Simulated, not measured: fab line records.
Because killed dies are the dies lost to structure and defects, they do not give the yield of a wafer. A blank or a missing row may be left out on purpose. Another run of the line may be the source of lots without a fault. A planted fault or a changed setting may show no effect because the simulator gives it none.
Comparing a struck lot with a sound one ; flow n5_finfet ; 16 out of 1938 route steps
Sound: these wafers, L430.1, L430.4, L430.6. Struck: wafer L433.6; the same lot's L433.5 was not struck, so it is left out; see the end for the cause.
Order at every step that has rows: each side's tool, ch and its chambers, its first start. Under that, the readings that differ: sound wafers ; struck wafers ; difference of the means ; sigmas: that difference in standard deviations of wafers without a fault.
alike: a reading whose means differ by less than 2 such deviations, as well as words and numbers matching on both sides. not compared: withheld readings; readings where some wafer has no value; bounds like >300 that might hide an equal value; numbers whose values overlap and for which the record gives no deviation.
A row with sigmas, a row that says differs or no value, or rows on one side alone: a step with any of these is where the two part. Numbers that don't overlap but have no deviation are shown without sigmas and don't part them. A reading that every wafer of one side lacks parts them only if that side has two wafers or more.

first, 4 steps without rows for these wafers: N5_BEOL_M4_SOFTBAKE_23 (time 60 s); N5_BEOL_M4_EXPOSE_25 (exposes mask V3, defocus 5 nm); N5_BEOL_M4_PEB_26 (peb time 60 s); N5_BEOL_M4_DEVELOP_27 (develop time 30 s).
N5_BEOL_M4_CD_MEAS_28: target cd 26.2 nm, target cd y 24.1 nm.
  sound on cd_sem-01 ch 0, day 10 16:11; struck on cd_sem-01 ch 0, day 11 06:23
  alike: cd_nm
N5_BEOL_M4_OVL_MEAS_29:
  sound on overlay-02 ch 0, day 10 16:13; struck on overlay-01 ch 0, day 11 06:26
  alike: V3_OVL
N5_BEOL_M4_INSPECT_30: inspects for defects (brightfield).
  sound on defect_inspect-02 at day 10 16:17; struck on defect_inspect-02 at day 11 06:29
  alike: raw_defect_count
N5_BEOL_M4_DESCUM_33: chemistry O2, time 7 s.
  sound on rie_diel-02 ch 0,1,2, day 10 16:55; struck on rie_diel-02 ch 2, day 11 06:37
reading;sound;struck;difference;sigmas
chamber_pressure_mTorr (mTorr);20.039 19.975 20.021;19.974;-0.038;-2
  alike: drypump_motor_current_A, oes_product_au, rf_vpp_V, showerhead_plenum_p_Torr, throttle_valve_pct
  not compared: rf_hours_counter_h
N5_BEOL_M4_ETCH_77: etches underlayer in N2/H2, target depth 6.5 nm, time 5.2 s.
  sound on rie_diel-02 ch 0,1,2, day 10 16:56; struck on rie_diel-02 ch 2, day 11 06:39
  alike: chamber_pressure_mTorr, drypump_motor_current_A, etch_rf_on_time_s, h2_flow_sccm, oes_product_au, rf_vpp_V, showerhead_plenum_p_Torr, throttle_valve_pct
  not compared: rf_hours_counter_h
N5_BEOL_M4_ETCH_69: etches SiARC in CF4, target depth 15.6 nm, time 26 s.
  sound on rie_diel-02 ch 0,1,2, day 10 16:58; struck on rie_diel-02 ch 2, day 11 06:41
  alike: chamber_pressure_mTorr, drypump_motor_current_A, etch_rf_on_time_s, oes_product_au, rf_vpp_V, showerhead_plenum_p_Torr, throttle_valve_pct
  not compared: rf_hours_counter_h
N5_BEOL_M4_ALD_98: deposits SiO2, target thk 2.5 nm, pulse time 1 s, co reactant pulse time 1 s.
  sound on ald_sin-03 ch 1,3, day 10 17:02; struck on ald_sin-02 ch 0, day 11 06:47
  alike: heater_power_w, precursor_pulse_height_rel
N5_BEOL_M4_ETCHBACK_99: etches SiO2 in CHF3, target depth 5 nm, time 10.4 s.
  sound on rie_diel-01 ch 0,1,2, day 10 21:33; struck on rie_diel-02 ch 2, day 11 08:47
  alike: chamber_pressure_mTorr, drypump_motor_current_A, oes_product_au, rf_vpp_V, showerhead_plenum_p_Torr, throttle_valve_pct
  not compared: rf_hours_counter_h
N5_BEOL_M4_ETCH_70: etches SOC in N2/H2, target depth 80 nm, overetch 24 nm, time 130 s.
  sound on rie_diel-01 ch 0,1,2, day 10 21:35; struck on rie_diel-02 ch 2, day 11 08:50
reading;sound;struck;difference;sigmas
run_length_s (s);154.1 152.7 153.4;146.2;-7.2;-14
model.SiARC_of_BEOL_M4_COAT_68.thk_nm (nm);6.2 6.2 5.4;6.4;+0.5;
  alike: chamber_pressure_mTorr, drypump_motor_current_A, h2_flow_sccm, oes_product_au, rf_vpp_V, showerhead_plenum_p_Torr, throttle_valve_pct
  not compared: rf_hours_counter_h
then, 1 step without rows for these wafers: N5_BEOL_M4_STRIP_71 (strips in N2/H2).
N5_BEOL_M4_RC_MEAS_101:
  sound on prober-02 ch 0, day 11 06:58; struck on prober-02 ch 0, day 11 15:36
reading;sound;struck;difference;sigmas
DIBL_N (mV/V);33.0 35.0 34.4;39.9;+5.8;+2
IOFF_N (nA/um);0.14 0.16 0.15;0.24;+0.09;+2
  alike: DIBL_P, IOFF_P, ION_N, ION_P, SS_N, SS_P, VT_N, VT_P
-- the record jumps here: 4 days lie between the struck wafers' starts before and after (it left off in module BEOL_M4 and takes up again in module PASSIVATION, whose first step shown is number 1936 of the route) --
N5_PASSIVATION_PROBE_49:
  sound on prober-01 at day 15 11:59; struck on prober-01 at day 15 20:04
  alike: defect_limited_yield, killed_at_M0_to_M3, killed_at_M4_up, killed_at_contacts, killed_at_front_end, killed_at_other, killed_dies, killed_open, killed_short, sort_bin_5_function, sort_bin_6_memory, sort_bin_8_speed, sort_n_pass, sort_yield_pct

== WHERE THEY PART ==
Earliest at N5_BEOL_M4_DESCUM_33; latest, in this record, at N5_BEOL_M4_RC_MEAS_101. Later steps at which nothing parts them and some readings are alike: N5_PASSIVATION_PROBE_49.

WHY: what the simulator had put in
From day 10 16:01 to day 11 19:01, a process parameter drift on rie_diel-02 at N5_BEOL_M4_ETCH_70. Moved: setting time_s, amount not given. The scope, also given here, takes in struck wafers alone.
